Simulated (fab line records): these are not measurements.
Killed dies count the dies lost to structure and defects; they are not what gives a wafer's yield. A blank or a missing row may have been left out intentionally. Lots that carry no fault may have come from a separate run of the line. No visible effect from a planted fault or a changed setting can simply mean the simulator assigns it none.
Matching of chambers    flow n5_finfet    N5_FIN_SAQP_ETCH_34 on rie_diel-02 has 4 sister chambers
The step etches SiO2 in C4F6/O2, target depth 45 nm, time 15 s. 4 wafers are shown with their chamber, then 7 later ones without.

== EACH WAFER AND ITS CHAMBER ==
wafer   chamber  showerhead_plenum_p_Torr (Torr)
L075.3  2        2.88
L077.5  0        3.00
L078.1  3        2.88
L078.3  1        2.84

== WAFERS WHOSE CHAMBER IS MISSING ==
wafer   showerhead_plenum_p_Torr (Torr)
L078.6  2.84
L085.2  2.87
L085.4  2.83
L085.5  2.87
L093.2  2.82
L093.4  2.99
L093.5  2.86

== WHICH CHAMBER EACH ONE RAN IN ==
wafer   from the rows above           in truth
L078.6  1                             1
L085.2  can't be placed: 2 or 3 or 1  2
L085.4  1                             1
L085.5  can't be placed: 2 or 3 or 1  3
L093.2  1                             1
L093.4  0                             0
L093.5  can't be placed: 1 or 2 or 3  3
Correct placement for 4 of the 7. From these rows, 3 cannot be placed; in 3 the true chamber is one of the candidates. Placed wrongly: 0.
How it was worked out, from the rows above alone: a wafer's distance from a chamber is the root of the sum, over the readings, of the square of ((its reading less the chamber's mean) divided by the reading's scatter). If the next closest chamber is less than 2 further off than the closest, the wafer can't be placed; otherwise it belongs to the closest. The mean given for a chamber averages the wafers shown for that chamber. The scatter: root of mean squared gap, hidden wafer to nearest shown wafer, with one shown wafer a chamber.
